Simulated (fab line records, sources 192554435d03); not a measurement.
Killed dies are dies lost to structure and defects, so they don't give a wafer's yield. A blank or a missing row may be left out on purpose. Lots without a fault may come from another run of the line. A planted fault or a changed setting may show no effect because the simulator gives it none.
Split-lot experiment | flow n5_finfet | 7 lots, 21 wafers read, on a route of 1938 steps

THE SPLIT
At N5_BEOL_M5_VIA_ETCH_34 (etches SiCOH lowk in C4F6/O2, target depth 88.3 nm, time 39.2 s), the setting bias_w was moved away from the recipe's 185 W on 6 of the 21 wafers read, by -4.9% to +16.5%. The other wafers ran this setting at the recipe's value.

The reading is taken at the split's own step.

THE READING
rf_vpp_V, in V, at N5_BEOL_M5_VIA_ETCH_34 (etches SiCOH lowk in C4F6/O2, target depth 88.3 nm, time 39.2 s). Fault-free wafers of this fab line usually give 668 V, standard deviation 5 V.

wafer  | tool, chamber at the split | bias_w as run, W | against the recipe | rf_vpp_V, V | against lot-mates on the recipe
L074.1 | rie_diel-04, 2             | 185              | recipe             | 669         | -
L074.4 | rie_diel-04, 0             | 185              | recipe             | 667         | -
L074.5 | rie_diel-04, 3             | 185              | recipe             | 661         | -
L084.1 | rie_diel-02, 0             | 185              | recipe             | 664         | -
L084.2 | rie_diel-02, 2             | 185              | recipe             | 661         | -
L084.5 | rie_diel-02, 0             | 176              | -4.9%              | 641         | -22
L087.3 | rie_diel-06, 1             | 215.6            | +16.5%             | 765         | +92
L087.5 | rie_diel-06, 3             | 185              | recipe             | 673         | -
L087.6 | rie_diel-06, 2             | 215.6            | +16.5%             | 760         | +87
L089.2 | rie_diel-06, 0             | 185              | recipe             | 670         | -
L089.4 | rie_diel-06, 2             | 185              | recipe             | 674         | -
L089.6 | rie_diel-06, 2             | 185              | recipe             | 673         | -
L086.2 | rie_diel-04, 3             | 212.2            | +14.7%             | 737         | +73
L086.5 | rie_diel-04, 3             | 185              | recipe             | 661         | -
L086.6 | rie_diel-04, 0             | 185              | recipe             | 667         | -
L093.1 | rie_diel-02, 0             | 185              | recipe             | 668         | -
L093.2 | rie_diel-02, 1             | 205.5            | +11.1%             | 726         | +58
L093.4 | rie_diel-02, 0             | 205.5            | +11.1%             | 723         | +55
L094.3 | rie_diel-02, 0             | 185              | recipe             | 667         | -
L094.4 | rie_diel-02, 0             | 185              | recipe             | 667         | -
L094.5 | rie_diel-02, 1             | 185              | recipe             | 669         | -

THE FIT
A straight line over all 21 wafers: rf_vpp_V changes by +5.4 V for each +1% of bias_w; r = +0.99; the points scatter about the line by 4.9 V.
The same after taking each lot's own level away (the mean of its wafers on the recipe; 21 wafers): +5.21 V for each +1%; r = +1.00; scatter 2.7 V.
On that fit, the largest move of bias_w shifts the reading by 86 V.
The lots' own levels span 662.5 to 673.0 V, that is 2.1 times the standard deviation above.
So the lot-to-lot level changes the slope little: the two slopes agree.
Check: with one of the wafers moved furthest among these (+16.5%) left out of the fit, the line predicts +84.3 V for it against its lot-mates. It came out at +92 V against them.
Tool readings at the split's step, against how far the setting was moved: rf_vpp_V r = +0.99.

OTHER SPLITS ON THESE WAFERS
These wafers also went through other splits before the reading. Each is held against what the fit with the lots' levels taken away leaves over:
other split on the same wafers              | wafers away from the commonest value | r with rf_vpp_V (lot level and that fit taken away)
N5_BEOL_M0_SAQP_SPACER2_ALD_26 target_thk_a | 8                                    | -0.04
N5_BEOL_M0_CUTY_ETCH_63 source_w            | 9                                    | -0.40
N5_BEOL_M1_VIA_ETCH_34 time_s               | 8                                    | +0.37
N5_BEOL_M1_TRENCH_ETCH_37 source_w          | 5                                    | -0.19
N5_BEOL_M2_ETCH_69 bias_w                   | 5                                    | +0.41
N5_BEOL_M3_ETCH_41 target_depth_a           | 8                                    | +0.05
N5_BEOL_M4_DESCUM_33 time_s                 | 7                                    | -0.16
N5_BEOL_M4_ETCH_69 cf4_flow_sccm            | 6                                    | -0.12

THE WHOLE CHAIN: every reading that the file lists as answering this split, in the file's order
step                   | what it does                                                    | reading                                                        | change (the file's fit)              | r (the file's)
N5_BEOL_M5_VIA_ETCH_34 | etches SiCOH lowk in C4F6/O2, target depth 88.3 nm, time 39.2 s | rf_vpp_V                                                       | +5.19 V for each +1% of the setting  | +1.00
N5_BEOL_M5_VIA_ETCH_34 | etches SiCOH lowk in C4F6/O2, target depth 88.3 nm, time 39.2 s | etch.depth_nm (the simulator's own value, which no gauge read) | +0.39 nm for each +1% of the setting | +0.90

THE FILE'S OWN FIT
rf_vpp_V changes by +5.19 V for each +1% of bias_w, r = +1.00.
